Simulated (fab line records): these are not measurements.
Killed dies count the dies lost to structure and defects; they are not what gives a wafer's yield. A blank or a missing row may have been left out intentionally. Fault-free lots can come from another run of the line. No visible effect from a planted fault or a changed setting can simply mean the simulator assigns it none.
A lot that was struck, set against a sound lot ; flow n5_finfet ; 22 steps out of a route of 1938
Sound: wafers L634.1, L634.2, L634.3. Struck: wafers L646.1, L646.4, L646.5. The cause is named last.
Order at every step that has rows: each side's tool, ch and its chambers, its first start. Under that, the readings that differ: sound wafers ; struck wafers ; difference of the means ; sigmas: that difference in standard deviations of wafers without a fault.
alike: readings with means less than 2 such deviations apart, plus words and numbers identical on both sides. not compared: withheld readings, readings lacking a value on some wafer, bounds such as >300 that could conceal the same value, and numbers that have no deviation in the record and whose values overlap.
The two part at a step that has a row with sigmas, a row that says differs or no value, or rows on one side only. Non-overlapping numbers with no deviation appear without sigmas and do not part them. A reading that every wafer of one side lacks parts them only if that side has two wafers or more.

N5_PASSIVATION_PECVD_00: deposits SiO2 from SiH4/N2O, target thk 200 nm, time 11.2 s.
  sound on pecvd-02 ch 0,1,2, day 13 19:10; struck on pecvd-04 ch 0,1,2, day 17 12:20
  alike: heater_power_w, showerhead_plenum_p_Torr, throttle_valve_pct
N5_MIM_BOT_DEGAS_01: time 60 s.
  sound on pvd_sputter-02 at day 13 19:46; struck on pvd_sputter-02 at day 17 13:28
  alike: heater_power_w
N5_MIM_BOT_SPUTTER_00: material TiN, target thk 35 nm, time 89.7 s.
  sound on pvd_sputter-02 at day 13 19:49; struck on pvd_sputter-02 at day 17 13:30
  alike: substrate_temp_c, throttle_valve_pct
then, 1 step without rows for these wafers: N5_MIM_TOP_ALD_00 (deposits Al2O3, purge time 3 s, co reactant pulse time 3 s).
N5_MIM_TOP_ALD_01: deposits HfO2, target thk 5.6 nm, pulse time 1 s, purge time 3 s.
  sound: ald_hk-03 ch 0,1,3; struck: ald_hk-01 ch 0,1,3
  alike: precursor_pulse_height_rel
then, 2 steps without rows for these wafers: N5_MIM_TOP_ALD_02 (deposits Al2O3, purge time 3 s, co reactant pulse time 3 s); N5_MIM_TOP_DEGAS_04 (time 60 s).
N5_MIM_TOP_SPUTTER_03: material TiN, target thk 35 nm, time 89.7 s.
  sound on pvd_sputter-01 at day 13 20:27; struck on pvd_sputter-02 at day 17 17:01
  alike: substrate_temp_c, throttle_valve_pct
then, 4 steps without rows for these wafers: N5_MIM_TOP_LITHO_HMDS_01 (time 60 s); N5_MIM_TOP_LITHO_COAT_02; N5_MIM_TOP_LITHO_EBR_04; N5_MIM_TOP_LITHO_SOFTBAKE_03 (time 90 s).
N5_MIM_TOP_LITHO_EXPOSE_05: exposes mask MIM TOP, target cd 2000 nm.
  sound on krf_scanner-02 ch 0, day 13 20:47; struck on krf_scanner-01 ch 0, day 17 17:22
reading;sound;struck;difference;sigmas
exposure_dose_mJ_cm2;20.488 20.476 20.483;18.908 18.865 18.871;-1.601;-73
  alike: mask
then, 3 steps without rows for these wafers: N5_MIM_TOP_LITHO_PEB_06; N5_MIM_TOP_LITHO_DEVELOP_07 (develop time 60 s); N5_MIM_TOP_LITHO_HARDBAKE_09 (time 120 s).
N5_MIM_TOP_LITHO_CD_MEAS_08: the cd target is 2000 nm.
  sound on cd_sem-03 ch 0, day 13 20:58; struck on cd_sem-03 ch 0, day 17 17:32
reading;sound;struck;difference;sigmas
cd_nm (nm);1997.9 1999.4 1998.2;2011.8 2007.3 2014.8;+12.8;+6
N5_MIM_TOP_LITHO_OVL_MEAS_11:
  sound on overlay-02 ch 0, day 13 21:00; struck on overlay-01 ch 0, day 17 17:34
  alike: MIM_TOP_OVL
N5_MIM_TOP_LITHO_INSPECT_12: inspects for defects (macro).
  sound on defect_inspect-02 at day 13 21:01; struck on defect_inspect-01 at day 17 17:35
  alike: raw_defect_count
N5_MIM_TOP_LITHO_DESCUM_10: chemistry O2, time 7.9 s.
  sound on rie_diel-05 ch 0,2,3, day 13 21:04; struck on rie_diel-04 ch 0,1,3, day 17 17:44
reading;sound;struck;difference;sigmas
model.MIM_TOP_LITHO.cd_nm (nm);1998 1999 1998;2012 2007 2015;+13;
  alike: drypump_motor_current_A, oes_product_au, rf_vpp_V, showerhead_plenum_p_Torr, throttle_valve_pct
  not compared: rf_hours_counter_h
then, 2 steps without rows for these wafers: N5_MIM_TOP_ETCH_ETCH_00 (etches TiN in Cl2/BCl3, target depth 38.5 nm); N5_PASSIVATION_PROBE_49.

== WHERE THEY PART ==
Earliest at N5_MIM_TOP_LITHO_EXPOSE_05; latest, in this record, at N5_MIM_TOP_LITHO_CD_MEAS_08. Later steps at which nothing parts them and some readings are alike: N5_MIM_TOP_LITHO_OVL_MEAS_11, N5_MIM_TOP_LITHO_INSPECT_12, N5_MIM_TOP_LITHO_DESCUM_10.

WHY: what the simulator had put in
Drift in process parameters on krf_scanner-01 at N5_MIM_TOP_LITHO_EXPOSE_05, starting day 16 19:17. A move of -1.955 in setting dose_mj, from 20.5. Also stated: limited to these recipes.
